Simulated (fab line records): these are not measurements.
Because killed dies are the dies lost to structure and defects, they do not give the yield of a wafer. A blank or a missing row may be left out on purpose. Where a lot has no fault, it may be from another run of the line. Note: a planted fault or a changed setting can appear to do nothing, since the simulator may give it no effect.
fab line records	flow nand-harc	part 1 of 2: steps 1 to 4 of 6
record: lots: 21	wafers: 63	last-day: 33
route steps=1302 shown A_STAIRCASE@738
lots that met no fault: from a run of the same line without faults
start-h: hours from the record's first day to the start of the lot's first wafer shown	wait-h: hours elapsed since this lot's preceding step	" the same as in the row above	L1.1+2: a row that stands for several wafers	- either no value or no given start	* or withheld: withheld	< > ~ a bound
route shown NAME@n: a module of which the file shows steps, and the number in the route of the first	usual: mean and standard deviation over wafers with no fault	same: alike in all rows	chamber/n: place in a boat	sites: the reading at each site	_std_site: their standard deviation	_edge_site: the outer-site mean with the inner-site mean subtracted	radius-mm: for every site, how far away it sits from the centre of the wafer	mask NAME#n: copy n	behind: the tool/chamber that last shaped the wafer	hold: what put the lot on hold/how long, in hours/how the hold closed	device: names the non-switching transistor (n, p or np)	end of line: the same wafers' tests at the end of the route	a step without rows: its recipe alone	killed: dies lost to structure and defects at the first sort, not the wafer's yield	map: shows each die of a wafer: x if killed, . if not, _ if none is there
set.NAME: the setting that was run; set.NAME@STEP: the one run at that earlier step	model.NAME: the simulator's own value behind a step, which no gauge read
route steps across a sampled set of lots; one table per step, one row per wafer
services: from which hour (start-h, from the record's first day; less than 0 if before it) a tool's chamber was out of use, for how many hours, and why
== steps ==
step: NHARC_A_STAIRCASE_TRIM_224
recipe: time-s: 211.2	o2-flow-sccm: 500	ar-flow-sccm: 0	bias-w: 0	chemistry: O2
usual: drypump-motor-current-A: 5.9/0.31	mfc-ar-sccm: 0.006/0.012	oes-product-au: 1.001/0.012	rf-vpp-V: 57.7/0.9	showerhead-plenum-p-Torr: 3.50/0.16	throttle-valve-pct: 17.037/0.0091
lot.wafer	tool	chamber	start-h	wait-h	drypump-motor-current-A	mfc-ar-sccm	oes-product-au	rf-hours-counter-h	rf-vpp-V	showerhead-plenum-p-Torr	throttle-valve-pct
L074.1	rie-diel-03	1	-	-	6.0	0	0.989	6	59.7	3.74	17.044
L074.4	"	2	"	"	6.1	0.001	0.991	8	57.7	3.29	17.022
L074.2	"	0	"	"	6.0	0.015	1.000	6	58.6	3.51	17.044
L075.3	rie-diel-02	0	-	-	5.6	0	0.991	41	57.2	3.39	17.042
L075.4	"	2	"	"	5.6	0.001	1.001	40	57.7	3.34	17.022
L075.1	"	3	"	"	5.7	0	1.024	36	57.3	3.42	17.036
L076.3	rie-diel-03	0	-	-	6.0	0.015	1.001	14	57.5	3.50	17.047
L076.2	"	1	"	"	6.0	0	0.986	14	59.7	3.73	17.030
L076.4	"	2	"	"	6.1	0.001	0.995	14	57.6	3.29	17.027
L077.1	rie-diel-03	0	-	-	6.0	0.015	1.002	23	58.7	3.50	17.041
L077.6	"	2	"	"	6.1	0.001	0.991	-	56.0	3.29	17.034
L077.5	"	3	"	"	5.8	0.039	1.013	-	57.7	3.62	17.041
L078.4	rie-diel-03	0	-	-	6.0	0.015	0.999	23	58.7	3.50	17.024
L078.2	"	1	"	"	6.0	0	0.996	21	57.3	3.73	17.046
L078.3	"	2	"	"	6.1	0.001	0.987	20	56.1	3.29	17.024
L080.1	rie-diel-02	1	-	-	6.1	0	0.984	5	57.0	3.75	17.033
L080.2	"	2	"	"	5.6	0.001	0.987	5	56.5	3.33	17.036
L080.5	"	0	"	"	5.6	0	0.992	-	57.3	3.38	17.030
L079.3	rie-diel-02	1	-	-	6.1	0	0.998	6	58.4	3.75	17.025
L079.5	"	0	"	"	5.6	0	0.998	-	57.0	3.38	17.026
L079.6	"	1	"	"	6.1	0	0.998	-	58.8	3.75	17.037
L081.3	rie-diel-13	2	-	-	6.3	0.027	1.003	33	57.0	3.37	17.037
L081.4	"	2	"	"	6.2	0.027	1.014	-	57.9	3.37	17.044
L081.5	"	3	"	"	6.6	0	1.012	-	57.1	3.57	17.032
L082.2	rie-diel-02	3	-	-	5.7	0	1.021	4	56.6	3.41	17.043
L082.1	"	0	"	"	5.6	0	0.982	14	56.0	3.38	17.042
L082.6	"	2	"	"	5.6	0.001	0.985	-	58.1	3.33	17.051
L083.4	rie-diel-02	3	-	-	5.7	0	1.025	5	57.7	3.41	17.049
L083.1	"	1	"	"	6.1	0	0.989	14	58.0	3.74	17.042
L083.5	"	2	"	"	5.6	0.001	0.975	-	58.0	3.32	17.037
L085.3	rie-diel-13	3	-	-	6.6	0	1.013	41	58.9	3.56	17.039
L085.1	"	0	"	"	5.4	0	1.002	38	58.6	3.43	17.031
L085.6	"	2	"	"	6.3	0.027	1.016	-	56.1	3.37	17.033
L087.2	rie-diel-13	1	-	-	5.6	0	1.000	38	58.0	3.51	17.042
L087.3	"	0	"	"	5.4	0	1.004	40	57.2	3.43	17.046
L087.6	"	2	"	"	6.2	0.027	1.008	-	57.5	3.37	17.042
L088.4	rie-diel-02	2	-	-	5.6	0.001	0.992	22	58.5	3.32	17.035
L088.3	"	1	"	"	6.1	0	0.993	37	58.2	3.73	17.050
L088.6	"	2	"	"	5.6	0.001	0.986	-	58.0	3.32	17.031
L089.3	rie-diel-13	1	-	-	5.6	0	1.012	48	57.3	3.51	17.047
L089.6	"	3	"	"	6.5	0	1.002	-	56.5	3.56	17.020
L089.5	"	0	"	"	5.4	0	1.008	-	57.8	3.43	17.049
L090.2	rie-diel-13	2	-	-	6.3	0.027	1.012	2	56.4	3.36	17.032
L090.1	"	0	"	"	5.4	0	1.010	2	57.4	3.43	17.044
L090.3	"	1	"	"	5.6	0	0.998	2	57.4	3.51	17.041
L091.3	rie-diel-02	2	-	-	5.6	0.001	0.995	37	57.1	3.31	17.047
L091.2	"	3	"	"	5.7	0	1.015	36	57.1	3.39	17.043
L091.6	"	2	"	"	5.6	0.001	0.982	-	56.9	3.31	17.037
L093.3	rie-diel-02	0	-	-	5.6	0	0.991	46	58.9	3.36	17.025
L093.2	"	3	"	"	5.7	0	1.008	38	57.1	3.39	17.029
L093.5	"	1	"	"	6.1	0	0.991	-	56.8	3.72	17.041
L092.3	rie-diel-13	3	-	-	6.6	0	1.001	4	57.6	3.55	17.025
L092.4	"	2	"	"	6.2	0.027	1.023	4	57.7	3.36	17.048
L092.5	"	0	"	"	5.4	0	1.010	-	56.6	3.42	17.041
L095.3	rie-diel-03	1	-	-	6.0	0	1.016	15	59.5	3.70	17.038
L095.6	"	2	"	"	6.1	0.001	1.008	-	57.7	3.80	17.031
L095.5	"	3	"	"	5.8	0.039	1.016	-	58.4	3.59	17.027
L094.3	rie-diel-02	1	-	-	6.1	0	1.002	59	58.6	3.72	17.047
L094.4	"	3	"	"	5.7	0	1.031	44	57.2	3.39	17.015
L094.1	"	0	"	"	5.6	0	1.015	54	56.7	3.35	17.043
L096.1	rie-diel-02	1	-	-	6.1	0	0.995	0	58.5	3.71	17.043
L096.3	"	2	"	"	5.6	0.001	0.981	0	56.8	3.31	17.039
L096.5	"	2	"	"	5.6	0.001	0.986	-	57.7	3.31	17.044
step: NHARC_A_STAIRCASE_TRIM_229
recipe: time-s: 211.2	o2-flow-sccm: 500	ar-flow-sccm: 0	bias-w: 0	chemistry: O2
usual: drypump-motor-current-A: 5.9/0.3	mfc-ar-sccm: 0.006/0.012	oes-product-au: 1.000/0.011	rf-vpp-V: 57.8/0.89	showerhead-plenum-p-Torr: 3.49/0.16	throttle-valve-pct: 17.036/0.0085
lot.wafer	tool	chamber	start-h	wait-h	drypump-motor-current-A	mfc-ar-sccm	oes-product-au	rf-hours-counter-h	rf-vpp-V	showerhead-plenum-p-Torr	throttle-valve-pct
L074.2	rie-diel-03	3	363.16	0.1	5.8	0.039	1.015	8	57.4	3.63	17.026
L074.1	"	1	"	"	5.9	0	0.996	6	58.6	3.74	17.028
L074.4	"	2	"	"	6.1	0.001	0.998	8	56.0	3.29	17.037
L075.3	rie-diel-03	2	363.55	0.1	6.1	0.001	1.003	8	57.1	3.29	17.040
L075.1	"	3	"	"	5.8	0.039	1.014	8	58.1	3.63	17.042
L075.4	"	1	"	"	6.0	0	0.990	7	57.8	3.74	17.023
L076.2	rie-diel-03	1	387.91	0.1	5.9	0	0.995	14	57.8	3.73	17.037
L076.3	"	2	"	"	6.1	0.001	0.995	14	57.1	3.29	17.031
L076.4	"	3	"	"	5.8	0.039	1.017	15	59.0	3.62	17.029
L077.1	rie-diel-03	3	401.57	0.1	5.8	0.039	1.003	23	59.2	3.62	17.041
L077.6	"	0	"	"	6.0	0.015	1.007	-	57.1	3.50	17.027
L077.5	"	1	"	"	5.9	0	0.992	-	58.5	3.73	17.025
L078.3	rie-diel-13	0	402.08	0.1	5.4	0	0.996	14	58.2	3.45	17.035
L078.4	"	1	"	"	5.6	0	1.002	19	58.2	3.52	17.035
L078.2	"	2	"	"	6.2	0.027	1.010	19	58.6	3.38	17.049
L080.2	rie-diel-02	2	418.61	0.1	5.5	0.001	0.988	5	58.5	3.33	17.026
L080.1	"	1	"	"	6.1	0	0.990	5	57.6	3.75	17.047
L080.5	"	1	"	"	6.1	0	0.987	-	58.5	3.75	17.034
L079.3	rie-diel-02	1	420.32	0.1	6.1	0	0.992	7	58.9	3.75	17.033
L079.5	"	2	"	"	5.6	0.001	0.991	-	57.9	3.33	17.053
L079.6	"	1	"	"	6.1	0	0.990	-	58.7	3.75	17.031
L081.4	rie-diel-13	2	434.98	0.1	6.2	0.027	1.019	33	58.0	3.37	17.045
L081.3	"	0	"	"	5.4	0	1.008	28	58.2	3.44	17.040
L081.5	"	3	"	"	6.6	0	1.005	-	57.4	3.57	17.022
L082.2	rie-diel-13	3	441.78	0.1	6.6	0	1.000	34	59.0	3.57	17.031
L082.1	"	0	"	"	5.4	0	1.002	30	57.3	3.44	17.027
L082.6	"	0	"	"	5.4	0	1.010	-	56.8	3.44	17.030
L083.1	rie-diel-02	2	445.18	0.1	5.6	0.001	0.978	13	57.5	3.32	17.039
L083.4	"	0	"	"	5.6	0	0.991	15	56.9	3.37	17.042
L083.5	"	3	"	"	5.7	0	1.015	-	57.1	3.41	17.043
L085.1	rie-diel-13	0	464.66	0.1	5.4	0	1.011	38	57.4	3.43	17.042
L085.3	"	3	"	"	6.6	0	1.002	41	57.3	3.56	17.040
L085.6	"	1	"	"	5.6	0	1.000	-	58.7	3.52	17.040
L087.2	rie-diel-13	0	482.96	0.1	5.4	0	0.997	40	58.1	3.43	17.051
L087.3	"	1	"	"	5.6	0	0.993	39	56.9	3.51	17.031
L087.6	"	2	"	"	6.2	0.027	1.012	-	57.2	3.37	17.044
L088.4	rie-diel-02	1	500.75	0.1	6.1	0	0.995	37	57.6	3.73	17.045
L088.3	"	2	"	"	5.6	0.001	1.005	22	58.3	3.32	17.035
L088.6	"	1	"	"	6.1	0	0.994	-	59.0	3.73	17.023
L089.3	rie-diel-03	3	509.20	0.1	5.8	0.039	1.016	53	58.0	3.60	17.041
L089.5	"	2	"	"	6.1	0.001	0.995	-	57.5	3.27	17.027
L089.6	"	3	"	"	5.8	0.039	1.011	-	57.6	3.60	17.033
L090.1	rie-diel-13	2	538.61	0.1	6.2	0.027	1.015	2	57.4	3.36	17.035
L090.2	"	3	"	"	6.5	0	0.991	2	58.1	3.55	17.046
L090.3	"	1	"	"	5.6	0	0.998	2	57.3	3.51	17.047
L091.3	rie-diel-02	1	539.02	0.1	6.1	0	0.998	50	58.5	3.72	17.042
L091.2	"	2	"	"	5.6	0.001	0.990	37	57.8	3.31	17.034
L091.6	"	1	"	"	6.1	0	0.995	-	57.6	3.72	17.038
L093.2	rie-diel-03	0	544.38	0.1	6.0	0.015	1.036	8	58.1	3.48	17.036
L093.3	"	1	"	"	6.0	0	1.015	8	59.2	3.70	17.042
L093.5	"	3	"	"	5.8	0.039	1.018	-	58.5	3.60	17.026
L092.3	rie-diel-02	1	545.40	0.1	6.1	0	0.990	51	58.1	3.72	17.037
L092.4	"	2	"	"	5.6	0.001	0.981	38	56.1	3.31	17.031
L092.5	"	3	"	"	5.7	0	1.009	-	56.1	3.39	17.040
L095.3	rie-diel-02	2	565.45	0.1	5.6	0.001	0.989	45	58.0	3.31	17.044
L095.5	"	1	"	"	6.1	0	0.986	-	60.3	3.72	17.037
L095.6	"	2	"	"	5.6	0.001	0.978	-	58.1	3.31	17.036
L094.3	rie-diel-02	2	565.89	0.1	5.6	0.001	0.981	45	58.7	3.31	17.037
L094.4	"	3	"	"	5.7	0	1.015	45	58.3	3.39	17.029
L094.1	"	0	"	"	5.6	0	1.004	54	57.0	3.35	17.043
L096.1	rie-diel-02	2	581.75	0.1	5.6	0.001	0.984	1	57.8	3.31	17.025
L096.3	"	3	"	"	5.7	0	1.002	0	57.8	3.39	17.035
L096.5	"	1	"	"	6.1	0	0.988	-	59.4	3.71	17.009
step: NHARC_A_STAIRCASE_ETCH_230
recipe: target-depth-a: 1000	time-s: 40.5	ion-energy-ev: 400	c4f8-flow-sccm: 20	o2-flow-sccm: 10	ar-flow-sccm: withheld	rf-w: 600	bias-w: 1000	chemistry: C4F8/O2
usual: oes-product-au: 0.948/0.017	rf-vpp-V: 894/5.4
lot.wafer	tool	chamber	start-h	wait-h	oes-product-au	rf-hours-counter-h	rf-vpp-V
L074.2	rie-diel-03	2	-	-	0.945	8	887
L074.1	"	3	"	"	0.954	8	899
L074.4	"	0	"	"	0.939	6	894
L075.3	rie-diel-03	1	-	-	0.947	7	904
L075.4	"	3	"	"	0.963	8	900
L075.1	"	0	"	"	0.958	7	895
L076.2	rie-diel-03	3	-	-	0.954	15	899
L076.4	"	1	"	"	0.924	15	904
L076.3	"	2	"	"	0.927	14	887
L077.1	rie-diel-03	1	-	-	0.932	21	903
L077.6	"	2	"	"	0.931	-	886
L077.5	"	3	"	"	0.943	-	899
L078.4	rie-diel-13	2	-	-	0.946	19	891
L078.2	"	0	"	"	0.926	14	893
L078.3	"	1	"	"	0.928	19	895
L080.1	rie-diel-02	1	-	-	0.921	5	904
L080.2	"	2	"	"	0.920	5	889
L080.5	"	2	"	"	0.918	-	889
L079.3	rie-diel-02	1	-	-	0.934	7	903
L079.6	"	0	"	"	0.935	-	889
L079.5	"	1	"	"	0.938	-	903
L081.4	rie-diel-13	1	-	-	0.944	22	895
L081.3	"	2	"	"	0.957	34	889
L081.5	"	2	"	"	0.948	-	892
L082.2	rie-diel-13	1	-	-	0.983	25	895
L082.1	"	3	"	"	0.958	34	898
L082.6	"	1	"	"	0.974	-	896
L083.4	rie-diel-02	3	-	-	0.959	5	891
L083.1	"	0	"	"	0.937	15	890
L083.5	"	0	"	"	0.947	-	890
L085.3	rie-diel-13	0	-	-	0.929	38	892
L085.1	"	1	"	"	0.928	32	895
L085.6	"	0	"	"	0.929	-	893
L087.3	rie-diel-13	2	-	-	0.942	48	890
L087.2	"	0	"	"	0.955	41	893
L087.6	"	1	"	"	0.954	-	896
L088.3	rie-diel-02	1	-	-	0.941	37	905
L088.4	"	2	"	"	0.951	22	889
L088.6	"	0	"	"	0.943	-	889
L089.3	rie-diel-03	1	-	-	0.972	57	903
L089.5	"	0	"	"	0.982	-	893
L089.6	"	1	"	"	0.966	-	902
L090.2	rie-diel-13	1	-	-	0.957	2	895
L090.3	"	2	"	"	0.954	2	891
L090.1	"	3	"	"	0.931	2	898
L091.3	rie-diel-02	2	-	-	0.939	37	887
L091.2	"	1	"	"	0.935	50	904
L091.6	"	3	"	"	0.963	-	892
L093.3	rie-diel-03	3	-	-	0.969	7	898
L093.2	"	2	"	"	0.986	6	905
L093.5	"	0	"	"	0.966	-	894
L092.3	rie-diel-02	2	-	-	0.934	39	886
L092.4	"	0	"	"	0.955	47	890
L092.5	"	2	"	"	0.939	-	890
L095.3	rie-diel-02	0	-	-	0.940	54	890
L095.6	"	3	"	"	0.957	-	891
L095.5	"	0	"	"	0.948	-	890
L094.4	rie-diel-02	0	-	-	0.945	54	890
L094.1	"	1	"	"	0.944	59	901
L094.3	"	2	"	"	0.926	46	888
L096.1	rie-diel-02	3	-	-	0.955	0	891
L096.3	"	2	"	"	0.931	1	890
L096.5	"	3	"	"	0.951	-	891
step: NHARC_A_STAIRCASE_TRIM_233
recipe: time-s: 211.2	o2-flow-sccm: 500	ar-flow-sccm: 0	bias-w: 0	chemistry: O2
usual: drypump-motor-current-A: 5.9/0.3	mfc-ar-sccm: 0.007/0.012	oes-product-au: 1.000/0.011	rf-vpp-V: 57.6/0.92	showerhead-plenum-p-Torr: 3.48/0.15	throttle-valve-pct: 17.036/0.0092
lot.wafer	tool	chamber	start-h	wait-h	drypump-motor-current-A	mfc-ar-sccm	oes-product-au	rf-hours-counter-h	rf-vpp-V	showerhead-plenum-p-Torr	throttle-valve-pct
L074.1	rie-diel-03	3	-	-	5.8	0.039	1.020	8	58.2	3.63	17.042
L074.2	"	0	"	"	6.0	0.015	1.005	7	58.1	3.51	17.038
L074.4	"	1	"	"	6.0	0	0.991	7	58.7	3.74	17.042
L075.3	rie-diel-03	3	-	-	5.8	0.039	1.024	8	58.2	3.63	17.049
L075.1	"	0	"	"	6.0	0.015	1.006	7	57.5	3.51	17.015
L075.4	"	1	"	"	5.9	0	0.987	7	57.9	3.74	17.047
L076.4	rie-diel-03	3	-	-	5.8	0.039	1.004	15	57.4	3.62	17.040
L076.3	"	0	"	"	6.0	0.015	0.999	15	57.5	3.50	17.037
L076.2	"	1	"	"	6.0	0	0.995	15	59.2	3.73	17.031
L077.1	rie-diel-03	2	-	-	6.1	0.001	0.984	21	57.0	3.29	17.033
L077.6	"	1	"	"	6.0	0	0.992	-	59.1	3.73	17.028
L077.5	"	2	"	"	6.1	0.001	0.990	-	57.0	3.29	17.044
L078.3	rie-diel-13	3	-	-	6.6	0	0.994	17	58.5	3.58	17.030
L078.2	"	0	"	"	5.4	0	0.999	14	58.8	3.45	17.028
L078.4	"	1	"	"	5.6	0	1.006	19	57.0	3.52	17.013
L080.2	rie-diel-02	0	-	-	5.6	0	0.983	6	58.0	3.38	17.048
L080.1	"	1	"	"	6.1	0	0.984	6	58.6	3.75	17.028
L080.5	"	2	"	"	5.6	0.001	0.988	-	57.0	3.33	17.037
L079.3	rie-diel-02	1	-	-	6.1	0	0.995	7	58.3	3.75	17.049
L079.6	"	0	"	"	5.6	0	0.996	-	57.0	3.38	17.036
L079.5	"	1	"	"	6.1	0	0.999	-	58.2	3.75	17.046
L081.3	rie-diel-13	2	-	-	6.3	0.027	1.009	34	56.0	3.37	17.039
L081.4	"	3	"	"	6.5	0	0.995	32	57.7	3.57	17.037
L081.5	"	3	"	"	6.5	0	1.007	-	57.7	3.57	17.020
L082.1	rie-diel-13	0	-	-	5.4	0	0.994	30	59.4	3.44	17.050
L082.2	"	2	"	"	6.3	0.027	1.018	36	55.0	3.37	17.029
L082.6	"	0	"	"	5.4	0	0.995	-	58.0	3.44	17.047
L083.1	rie-diel-02	0	-	-	5.6	0	0.982	15	57.3	3.37	17.043
L083.5	"	3	"	"	5.7	0	1.020	-	58.6	3.41	17.039
L083.4	"	0	"	"	5.6	0	0.986	-	57.9	3.37	17.036
L085.3	rie-diel-13	2	-	-	6.2	0.027	1.022	43	56.9	3.37	17.038
L085.1	"	3	"	"	6.6	0	1.019	41	57.4	3.56	17.044
L085.6	"	2	"	"	6.2	0.027	1.018	-	57.8	3.37	17.041
L087.3	rie-diel-13	3	-	-	6.6	0	0.999	47	58.0	3.56	17.041
L087.2	"	2	"	"	6.3	0.027	1.008	49	54.6	3.37	17.043
L087.6	"	0	"	"	5.4	0	0.991	-	58.3	3.43	17.025
L088.4	rie-diel-02	2	-	-	5.6	0.001	0.994	22	58.5	3.32	17.023
L088.3	"	0	"	"	5.6	0	1.003	35	58.1	3.36	17.049
L088.6	"	2	"	"	5.6	0.001	0.997	-	58.1	3.32	17.036
L089.3	rie-diel-03	2	-	-	6.1	0.001	0.989	59	58.5	3.27	17.044
L089.6	"	0	"	"	6.0	0.015	0.977	-	57.4	3.48	17.040
L089.5	"	1	"	"	6.0	0	0.996	-	57.6	3.71	17.047
L090.3	rie-diel-13	2	-	-	6.2	0.027	1.004	3	57.6	3.36	17.019
L090.2	"	3	"	"	6.6	0	0.985	2	58.1	3.55	17.026
L090.1	"	0	"	"	5.4	0	0.997	2	57.3	3.42	17.027
L091.3	rie-diel-02	2	-	-	5.6	0.001	0.990	37	57.3	3.31	17.028
L091.2	"	3	"	"	5.7	0	1.016	37	56.8	3.39	17.052
L091.6	"	2	"	"	5.5	0.001	0.990	-	57.1	3.31	17.031
L093.2	rie-diel-03	3	-	-	5.8	0.039	1.016	7	56.5	3.60	17.054
L093.3	"	1	"	"	5.9	0	1.002	8	57.8	3.70	17.030
L093.5	"	0	"	"	6.0	0.015	1.013	-	58.3	3.48	17.043
L092.4	rie-diel-02	1	-	-	6.1	0	0.996	55	58.7	3.72	17.025
L092.3	"	2	"	"	5.6	0.001	0.988	41	58.4	3.31	17.027
L092.5	"	0	"	"	5.6	0	1.009	-	58.0	3.36	17.055
L095.3	rie-diel-02	2	-	-	5.6	0.001	0.989	46	57.6	3.31	17.047
L095.5	"	0	"	"	5.6	0	1.001	-	58.1	3.35	17.033
L095.6	"	1	"	"	6.1	0	1.003	-	59.6	3.72	17.031
L094.1	rie-diel-02	2	-	-	5.6	0.001	0.996	46	57.0	3.31	17.038
L094.4	"	3	"	"	5.7	0	1.019	45	57.9	3.39	17.025
L094.3	"	1	"	"	6.1	0	1.000	60	59.0	3.71	17.023
L096.1	rie-diel-02	2	-	-	5.6	0.001	0.999	1	56.6	3.31	17.036
L096.3	"	3	"	"	5.6	0	1.017	1	57.4	3.39	17.038
L096.5	"	2	"	"	5.6	0.001	0.998	-	58.6	3.31	17.045
